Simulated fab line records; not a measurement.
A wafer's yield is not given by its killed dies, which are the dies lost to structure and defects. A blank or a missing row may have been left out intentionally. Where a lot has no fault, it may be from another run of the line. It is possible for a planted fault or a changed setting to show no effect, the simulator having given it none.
Split-lot study	flow n5_finfet	21 wafers read from 7 lots, route of 1938 steps

## SPLIT DETAILS
At N5_GATE_CUT_ETCH_58 (etches SiNx in CH3F/O2, target depth 17 nm, time 128.6 s), the setting time_s was moved away from the recipe's 128.6 s on 9 of the 21 wafers read, by -19.4% to +8.7%. This setting was run at the recipe's value on the other wafers.

The split's own step is where the reading is taken.

## THE READING
etch.depth_nm (the simulator's own value, which no gauge read), in nm, at N5_GATE_CUT_ETCH_58 (etches SiNx in CH3F/O2, target depth 17 nm, time 128.6 s). No usual value for it is given in the file. Average 16.71 nm, standard deviation 0.2 nm, over the 12 wafers here run with the recipe.

wafer	tool, chamber at the split	time_s as run, s	against the recipe	etch.depth_nm, nm	against lot-mates on the recipe
L074.1	rie_diel-01, 0	136	+5.8%	17.82	no lot-mate on the recipe
L074.2	rie_diel-01, 3	136	+5.8%	17.55	no lot-mate on the recipe
L074.3	rie_diel-01, 1	136	+5.8%	17.88	no lot-mate on the recipe
L081.1	rie_diel-06, 3	139.8	+8.7%	18.22	+1.35
L081.3	rie_diel-06, 0	128.6	recipe	16.71	-
L081.4	rie_diel-06, 1	128.6	recipe	17.03	-
L086.3	rie_diel-02, 2	128.6	recipe	16.7	-
L086.4	rie_diel-02, 1	128.6	recipe	16.52	-
L086.5	rie_diel-02, 1	128.6	recipe	16.58	-
L090.1	rie_diel-01, 3	128.6	recipe	16.62	-
L090.3	rie_diel-01, 1	128.6	recipe	16.54	-
L090.4	rie_diel-01, 0	128.6	recipe	16.76	-
L092.3	rie_diel-01, 0	103.7	-19.4%	13.55	-3.50
L092.5	rie_diel-01, 1	103.7	-19.4%	13.43	-3.62
L092.6	rie_diel-01, 2	128.6	recipe	17.05	-
L095.3	rie_diel-01, 3	128.6	recipe	16.4	-
L095.4	rie_diel-01, 0	103.6	-19.4%	13.38	-3.02
L095.6	rie_diel-01, 2	103.6	-19.4%	13.62	-2.78
L096.1	rie_diel-02, 3	136.3	+6.0%	17.54	+0.72
L096.3	rie_diel-02, 0	128.6	recipe	16.96	-
L096.4	rie_diel-02, 1	128.6	recipe	16.67	-

FIT RESULTS
A straight line over all 21 wafers: etch.depth_nm changes by +0.167 nm for each +1% of time_s; r = +0.99; the points scatter about the line by 0.18 nm.
The same after taking each lot's own level away (the mean of its wafers on the recipe; 18 wafers): +0.164 nm for each +1%; r = +0.99; scatter 0.21 nm.
On that fit, the largest move of time_s shifts the reading by 3.2 nm.
The span of the lots' own levels, 16.400 to 17.050 nm, comes to 3.3 times the standard deviation stated above.
Hence the lot-to-lot level has little effect on the slope; both slopes agree.
Check: with one of the wafers moved furthest among these (-19.4%) left out of the fit, the line predicts -3.27 nm for it against its lot-mates. Against them it came out at -3.02 nm.

## THESE WAFERS: OTHER SPLITS
These wafers also went through other splits before the reading. Each is held against what the fit with the lots' levels taken away leaves over:
other split on the same wafers	wafers away from the commonest value	r with etch.depth_nm (lot level and that fit taken away)
N5_SD_EPI_N_EXPOSE_06 dose_mj	6	+0.02
N5_SD_EPI_N_ETCH_45 target_depth_a	5	+0.06
N5_SDB_HM_DEP_00 time_s	5	+0.38
N5_SDB_EXPOSE_08 dose_mj	7	-0.30
N5_HKMG_FIN_HK_ALD_01 ald_cycles	9	+0.26
N5_HKMG_FIN_COAT_41 spin_rpm	5	-0.55

## FILE'S OWN FIT
etch.depth_nm changes by +0.164 nm for each +1% of time_s, r = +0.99.
